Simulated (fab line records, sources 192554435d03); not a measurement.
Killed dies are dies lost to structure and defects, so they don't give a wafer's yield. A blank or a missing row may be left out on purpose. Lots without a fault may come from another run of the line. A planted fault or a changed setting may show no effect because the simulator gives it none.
A struck lot beside a sound one | flow n5_finfet | 14 steps out of a route of 1938
Sound: wafers L112.1, L112.4, L112.5. Struck: wafers L116.1, L116.2, L116.6. The cause comes at the end.
At each step with rows: each side's tool, then ch and its chambers, then its first start. Under that, the readings that differ: sound wafers | struck wafers | difference of the means | sigmas: that difference in standard deviations of wafers without a fault.
alike: readings whose means differ by less than 2 such deviations, and words and numbers that are the same on both sides. not compared: withheld readings, readings that some wafer has no value for, bounds like >300 that may hide the same value, and numbers for which the record gives no deviation and whose values overlap.
The two part at a step that has a row with sigmas, a row that says differs or no value, or rows on one side only. Numbers that don't overlap but have no deviation are shown without sigmas and don't part them. A reading that every wafer of one side lacks parts them only if that side has two wafers or more.

first, 3 steps without rows for these wafers: N5_BEOL_M7_EXPOSE_08 (exposes mask M7); N5_BEOL_M7_PEB_09 (peb time 60 s); N5_BEOL_M7_DEVELOP_10 (develop time 30 s).
N5_BEOL_M7_CD_MEAS_11: target cd 38.5 nm.
  sound on cd_sem-03 ch 0, day 12 00:53; struck on cd_sem-01 ch 0, day 12 19:22
  alike: cd_nm
N5_BEOL_M7_OVL_MEAS_12:
  sound on overlay-02 ch 0, day 12 00:55; struck on overlay-02 ch 0, day 12 19:23
  reading     | sound       | struck         | difference | sigmas
  M7_OVL (nm) | 1.0 2.3 0.7 | -0.6 -0.9 -1.3 | -2.3       | -3
N5_BEOL_M7_INSPECT_13: inspects for defects (brightfield).
  sound on defect_inspect-02, day 12 00:57; struck on defect_inspect-02, day 12 19:25
  alike: raw_defect_count
N5_BEOL_M7_DESCUM_16: chemistry O2, time 7.9 s.
  sound on rie_diel-05 ch 2,3, day 12 00:59; struck on rie_diel-04 ch 0,2, day 12 19:28
  alike: drypump_motor_current_A, oes_product_au, rf_fwd_power_W, rf_vpp_V, showerhead_plenum_p_Torr, throttle_valve_pct
  not compared: rf_hours_counter_h
N5_BEOL_M7_ETCH_61: etches SiARC in CF4, target depth 45.5 nm, time 75.8 s.
  sound on rie_diel-05 ch 2,3, day 12 01:01; struck on rie_diel-04 ch 0,2, day 12 19:30
  alike: drypump_motor_current_A, etch_rf_on_time_s, mfc_ar_sccm, oes_product_au, rf_fwd_power_W, rf_vpp_V, showerhead_plenum_p_Torr, throttle_valve_pct
  not compared: rf_hours_counter_h
N5_BEOL_M7_ETCH_62: etches SOC in N2/H2, target depth 110 nm, overetch 22 nm, time 165 s.
  sound on rie_diel-05 ch 2,3, day 12 01:04; struck on rie_diel-04 ch 0,2, day 12 19:34
  alike: drypump_motor_current_A, oes_product_au, rf_fwd_power_W, rf_vpp_V, showerhead_plenum_p_Torr, throttle_valve_pct
  not compared: rf_hours_counter_h
then, 1 step without rows for these wafers: N5_BEOL_M7_STRIP_68 (strips in N2/H2).
N5_BEOL_M7_STRIP_67: strips in CF4.
  sound on rie_diel-05 ch 2,3, day 12 01:13; struck on rie_diel-04 ch 0,2, day 12 19:43
  alike: chamber_pressure_mTorr, drypump_motor_current_A, oes_product_au, rf_vpp_V, showerhead_plenum_p_Torr, throttle_valve_pct
  not compared: rf_hours_counter_h
N5_BEOL_M7_HM_OPEN_17: chemistry Cl2/BCl3, target TiN, target depth 20 nm, overetch 6 nm.
  sound on rie_metal-02 ch 1, day 12 01:16; struck on rie_metal-02 ch 0,1, day 12 19:45
  alike: drypump_motor_current_A, mfc_ar_sccm, oes_product_au, rf_fwd_power_W, throttle_valve_pct
  not compared: rf_hours_counter_h
N5_BEOL_M7_STRIP_19: strips in O2.
  sound on rie_diel-04 ch 1,2,3, day 12 01:22; struck on rie_diel-04 ch 0,2, day 12 19:55
  reading                        | sound             | struck            | difference | sigmas
  chamber_pressure_mTorr (mTorr) | 29.98 30.00 29.96 | 21.01 20.96 20.98 | -9.00      | -99 or more
  alike: drypump_motor_current_A, oes_product_au, rf_vpp_V, showerhead_plenum_p_Torr, throttle_valve_pct
  not compared: rf_hours_counter_h
N5_BEOL_M7_CD_MEAS_18: pitch 80 nm, target cd 40 nm.
  sound on cd_sem-03, day 12 01:26; struck on cd_sem-02, day 12 19:59
  alike: cd_nm

WHERE THEY PART
First at N5_BEOL_M7_OVL_MEAS_12; last, within this record, at N5_BEOL_M7_STRIP_19. Later steps at which nothing parts them and some readings are alike: N5_BEOL_M7_CD_MEAS_18.

WHY: what the simulator had put in
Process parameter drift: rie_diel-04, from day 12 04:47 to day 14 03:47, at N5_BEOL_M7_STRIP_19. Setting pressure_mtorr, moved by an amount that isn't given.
